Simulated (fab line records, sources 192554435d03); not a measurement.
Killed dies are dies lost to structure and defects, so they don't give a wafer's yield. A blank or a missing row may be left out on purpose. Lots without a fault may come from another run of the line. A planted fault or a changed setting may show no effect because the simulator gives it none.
Which tool did it? | flow n5_finfet | 12 lots, 36 wafers sampled, at 6 steps of a route of 1938

WHAT THE GAUGES READ, wafer by wafer
N5_BEOL_M1_THK_MEAS_53: measures by xrf.
lot  | measured     | on            | M1_THK (nm)
L074 | day 6 22:00  | film_metro-01 | 40.2 42.4 38.7
L077 | day 7 07:29  | film_metro-01 | 39.9 38.1 39.4
L079 | day 7 13:44  | film_metro-01 | 38.2 37.0 39.6
L081 | day 8 06:05  | film_metro-01 | 39.2 37.2 40.0
L083 | day 8 13:13  | film_metro-01 | 37.2 38.6 38.9
L085 | day 9 08:44  | film_metro-01 | 39.8 40.0 40.0
L088 | day 10 01:08 | film_metro-02 | 38.7 40.8 42.1
L089 | day 10 14:22 | film_metro-01 | 36.8 42.3 40.6
L091 | day 10 20:35 | film_metro-02 | 39.9 40.7 39.9
L094 | day 11 08:11 | film_metro-01 | 38.4 40.5 37.9
L095 | day 11 13:36 | film_metro-02 | 41.4 38.9 44.0
L097 | day 12 06:08 | film_metro-01 | 39.6 41.3 37.8

WHICH TOOL RAN EACH LOT (tool, then ch and the chambers of the sampled wafers, then the start)
lot  | N5_BEOL_M1_SPUTTER_48        | N5_BEOL_M1_SPUTTER_86        | N5_BEOL_M1_ANNEAL_89         | N5_BEOL_M1_SPUTTER_94        | N5_BEOL_M1_CMP_52
L074 | pvd_sputter-03, day 6 19:27  | pvd_sputter-03, day 6 20:07  | pvd_sputter-03, day 6 20:25  | pvd_sputter-03, day 6 20:59  | cmp-01 ch 1,2,3, day 6 21:44
L077 | pvd_sputter-02, day 7 04:56  | pvd_sputter-02, day 7 05:36  | pvd_sputter-02, day 7 05:54  | pvd_sputter-02, day 7 06:29  | cmp-01 ch 0,1,2, day 7 07:14
L079 | pvd_sputter-02, day 7 11:11  | pvd_sputter-02, day 7 11:50  | pvd_sputter-02, day 7 12:08  | pvd_sputter-02, day 7 12:43  | cmp-01 ch 0,2, day 7 13:28
L081 | pvd_sputter-02, day 8 03:32  | pvd_sputter-02, day 8 04:12  | pvd_sputter-02, day 8 04:30  | pvd_sputter-02, day 8 05:05  | cmp-03 ch 1,2,3, day 8 05:50
L083 | pvd_sputter-01, day 8 10:40  | pvd_sputter-01, day 8 11:19  | pvd_sputter-01, day 8 11:37  | pvd_sputter-01, day 8 12:12  | cmp-02 ch 2,3, day 8 12:58
L085 | pvd_sputter-02, day 9 03:31  | pvd_sputter-02, day 9 04:11  | pvd_sputter-02, day 9 04:29  | pvd_sputter-02, day 9 05:04  | cmp-02 ch 2,3, day 9 08:27
L088 | pvd_sputter-01, day 9 22:19  | pvd_sputter-01, day 9 22:58  | pvd_sputter-01, day 9 23:16  | pvd_sputter-01, day 9 23:51  | cmp-02 ch 0,1, day 10 00:52
L089 | pvd_sputter-03, day 10 11:49 | pvd_sputter-03, day 10 12:29 | pvd_sputter-03, day 10 12:47 | pvd_sputter-03, day 10 13:22 | cmp-02 ch 1,2, day 10 14:07
L091 | pvd_sputter-01, day 10 17:46 | pvd_sputter-01, day 10 18:25 | pvd_sputter-01, day 10 18:43 | pvd_sputter-01, day 10 19:18 | cmp-02 ch 0,1,3, day 10 20:19
L094 | pvd_sputter-02, day 11 05:38 | pvd_sputter-02, day 11 06:17 | pvd_sputter-02, day 11 06:35 | pvd_sputter-02, day 11 07:10 | cmp-02 ch 0,1,3, day 11 07:58
L095 | pvd_sputter-02, day 11 11:03 | pvd_sputter-02, day 11 11:43 | pvd_sputter-02, day 11 12:01 | pvd_sputter-02, day 11 12:35 | cmp-02 ch 0,1,2, day 11 13:20
L097 | pvd_sputter-01, day 12 03:35 | pvd_sputter-01, day 12 04:15 | pvd_sputter-01, day 12 04:33 | pvd_sputter-01, day 12 05:08 | cmp-02 ch 2,3, day 12 05:53
- N5_BEOL_M1_SPUTTER_48: material Cu, target thk 4.5 nm, time 8.29 s.
- N5_BEOL_M1_SPUTTER_86: material Cu, target thk 4.5 nm, time 8.29 s.
- N5_BEOL_M1_ANNEAL_89: time 240 s.
- N5_BEOL_M1_SPUTTER_94: material Cu, target thk 4.5 nm, time 8.29 s.
- N5_BEOL_M1_CMP_52: polishes, stops on SiOC, t overpolish 6.8 s, target thk 40 nm.

THE ANSWER, worked out from the rows above alone
Rule: what is usual is taken from the lots themselves. Put in order of their means at a reading, lots are off if they are a third of the lots or fewer, leave a main group of 4 or more, and stand apart from it by a gap of 3 or more times the standard deviation of the main group's means; of several such gaps the widest counts. A main group whose means are all the same, to the digits that the tables above print for the reading, isn't used. A lot without any number at a reading at which 4 lots or more have one is off too. The other lots that the step has rows for count as sound.
No lot is off at any reading shown: from this, nothing can be told.

WHAT THE SIMULATOR HAD PUT IN
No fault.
